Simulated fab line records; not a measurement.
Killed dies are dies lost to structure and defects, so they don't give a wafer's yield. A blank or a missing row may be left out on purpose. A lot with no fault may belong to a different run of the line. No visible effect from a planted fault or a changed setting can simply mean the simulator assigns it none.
Which tool is to blame? ; flow nandHarc ; 33 wafers from 11 lots sampled at 5 of the route's 1302 steps

WHAT EACH GAUGE READ, for each wafer
NHARC_A_CONTACT_CD_MEAS_80.
lot;measured;on;cdNm (nm)
L292;day 25 12:25;cdSem-03;289.3 289.7 289.7
L291;day 25 14:35;cdSem-02;289.6 289.5 289.5
L294;day 26 08:06;cdSem-03;288.5 288.2 288.0
L295;day 27 01:00;cdSem-02;290.3 289.5 289.5
L296;day 27 15:43;cdSem-02;291.2 290.9 290.9
L297;day 28 10:22;cdSem-03;290.6 290.6 290.4
L299;day 29 07:07;cdSem-02;290.4 290.4 290.3
L302;day 30 06:04;cdSem-02;289.0 288.7 289.0
L301;day 30 06:26;cdSem-02;289.7 289.8 289.4
L304;day 30 19:32;cdSem-02;288.3 288.6 288.4
L303;day 31 04:26;cdSem-01;287.1 287.6 287.5

NHARC_END_SORT_01.
lot;measured;on;killedAtArray;killedAtOther;killedAtPeriphery;killedDies;killedOpen;killedShort
L292;day 27 16:37;prober-02;670 662 664;1 3 5;6 12 8;677 677 677;3 5 4;2 4 3
L291;day 27 16:38;prober-01;675 670 674;0 1 0;2 6 3;677 677 677;2 3 5;1 1 3

TOOL THAT RAN EACH LOT (tool first, then ch and the chambers of the sampled wafers, then the start)
lot;NHARC_A_CONTACT_ETCH_106;NHARC_A_CONTACT_ETCH_135;NHARC_A_CONTACT_ETCH_92
L292;rieDiel-04 ch 0,2, day 25 12:46;harCapEtch-01 ch 0,1, day 25 17:15;rieDiel-04 ch 2,3, day 25 18:53
L291;rieDiel-11 ch 0,1,2, day 25 14:53;harCapEtch-03 ch 0,1, day 25 19:30;rieDiel-11 ch 0,1,2, day 25 21:08
L294;rieDiel-04 ch 2,3, day 26 08:25;harCapEtch-03 ch 0,1, day 26 15:14;rieDiel-01 ch 0,1,2, day 26 16:54
L295;rieDiel-04 ch 1,3, day 27 01:20;harCapEtch-02 ch 0,1, day 27 06:00;rieDiel-11 ch 0,3, day 27 07:40
L296;rieDiel-11 ch 0,2,3, day 27 16:11;harCapEtch-01 ch 0,1, day 27 21:35;rieDiel-11 ch 1,2,3, day 27 23:14
L297;rieDiel-11 ch 0,3, day 28 10:42;harCapEtch-03 ch 0,1, day 28 20:33;rieDiel-04 ch 0,2,3, day 28 22:09
L299;rieDiel-01 ch 0,1, day 29 07:25;harCapEtch-03 ch 1, day 29 13:00;rieDiel-01 ch 0,2,3, day 29 14:37
L302;rieDiel-11 ch 0,1,3, day 30 06:22;harCapEtch-01 ch 0,1, day 30 13:02;rieDiel-11 ch 1,2,3, day 30 15:11
L301;rieDiel-01 ch 0,2,3, day 30 06:46;harCapEtch-03 ch 0,1, day 30 13:10;rieDiel-11 ch 1,2,3, day 30 14:49
L304;rieDiel-11 ch 1,3, day 30 21:24;harCapEtch-01 ch 0,1, day 31 02:38;rieDiel-01 ch 0,2,3, day 31 04:17
L303;rieDiel-11 ch 1,2,3, day 31 04:44;harCapEtch-02 ch 0,1, day 31 10:44;rieDiel-11 ch 1,2,3, day 31 12:23
- NHARC_A_CONTACT_ETCH_106: etches the open film in CF4/O2, target depth 90 nm, overetch 9 nm, time 49.5 s.
- NHARC_A_CONTACT_ETCH_135: etches the open film in C4F8/O2/Ar, time 311 s, target depth 1912 nm.
- NHARC_A_CONTACT_ETCH_92: etches the open film in CH3F/O2, target depth 40 nm, time 85.7 s.

WHAT THE TOOLS THEMSELVES READ (means of the sampled wafers that have a number; where no wafer has one, the mark that the record gives instead)
NHARC_A_CONTACT_ETCH_106.
lot;tool;biasW (W);cf4FlowSccm (sccm);drypumpMotorCurrentA (A);oesProductAu (a.u.);rfVppV (V);showerheadPlenumPTorr (Torr);throttleValvePct (%)
L292;rieDiel-04;100.10;79.95;5.6;1.005;198.0;1.35;13.396
L291;rieDiel-11;99.95;79.86;5.6;1.005;198.6;1.38;13.396
L294;rieDiel-04;99.93;80.01;5.4;0.997;196.0;1.27;13.399
L295;rieDiel-04;99.89;80.19;5.1;1.003;199.3;1.39;13.397
L296;rieDiel-11;99.96;80.25;5.7;0.998;198.3;1.38;13.403
L297;rieDiel-11;100.21;79.95;5.8;1.002;198.5;1.38;13.404
L299;rieDiel-01;100.01;80.04;5.5;0.994;196.5;1.27;13.405
L302;rieDiel-11;99.95;80.01;5.8;0.992;197.8;1.38;13.392
L301;rieDiel-01;100.09;80.10;6.0;1.004;198.3;1.35;13.399
L304;rieDiel-11;100.01;79.89;5.6;1.001;200.5;1.44;13.396
L303;rieDiel-11;100.04;80.05;5.4;1.001;200.0;1.44;13.397

NHARC_A_CONTACT_ETCH_135.
lot;tool;chamberPressureMTorr (mTorr);oesAirLineAu (a.u.)
L292;harCapEtch-01;-;-
L291;harCapEtch-03;-;-
L294;harCapEtch-03;20.003;1.005
L295;harCapEtch-02;20.006;0.990
L296;harCapEtch-01;19.999;0.992
L297;harCapEtch-03;19.992;1.012
L299;harCapEtch-03;19.982;1.011
L302;harCapEtch-01;20.013;0.986
L301;harCapEtch-03;20.005;1.020
L304;harCapEtch-01;19.990;0.983
L303;harCapEtch-02;19.995;1.002

NHARC_A_CONTACT_ETCH_92.
lot;tool;biasW (W);ch3fFlowSccm (sccm);drypumpMotorCurrentA (A);oesProductAu (a.u.);rfVppV (V);showerheadPlenumPTorr (Torr);throttleValvePct (%)
L292;rieDiel-04;99.80;49.88;5.4;0.93;242.8;2.35;20.656
L291;rieDiel-11;99.78;50.02;5.6;0.93;244.7;2.54;20.668
L294;rieDiel-01;99.91;49.91;5.7;0.92;244.6;2.40;20.655
L295;rieDiel-11;99.78;50.01;5.8;0.93;245.9;2.54;20.664
L296;rieDiel-11;99.98;50.02;5.4;0.93;246.8;2.65;20.662
L297;rieDiel-04;99.88;50.08;5.5;0.93;244.2;2.41;20.663
L299;rieDiel-01;100.15;50.06;6.0;0.92;244.2;2.49;20.659
L302;rieDiel-11;100.01;49.93;5.4;0.94;247.5;2.64;20.660
L301;rieDiel-11;100.12;50.08;5.4;0.92;247.0;2.64;20.665
L304;rieDiel-01;100.03;49.96;6.0;1.01;244.8;2.48;20.658
L303;rieDiel-11;100.06;49.91;5.4;0.92;246.1;2.64;20.657

THE ANSWER, worked out from the rows above alone
Rule: what is usual is taken from the lots themselves. The widest of any qualifying gaps counts: lots, ordered by their means at a reading, are off when they make up no more than a third of the lots, leave a main group of 4 or more, and stand apart from it by 3 or more times the standard deviation of that group's means. A main group is skipped when, at the precision printed for the reading in the tables above, its means are all equal. A lot without any number at a reading at which 4 lots or more have one is off too. Any other lot the step has rows for is counted as sound. After the gauges, taken in route order, come the tools' own readings; for these a lot's mean is taken, as printed above. At the first step where some lot is off, the reading lying furthest off is the one used; lots without a number count as furthest.
Off, at NHARC_A_CONTACT_ETCH_135 on chamberPressureMTorr: L292, L291. Without a number there: L292, L291. Mean 19.998 mTorr and standard deviation 0.009 in the main group.
A tool fits if, at that step or a process step before it, it ran every lot that is off, and no sound lot after the first of them. None of those tried fits.

WHAT WAS PUT IN BY THE SIMULATOR
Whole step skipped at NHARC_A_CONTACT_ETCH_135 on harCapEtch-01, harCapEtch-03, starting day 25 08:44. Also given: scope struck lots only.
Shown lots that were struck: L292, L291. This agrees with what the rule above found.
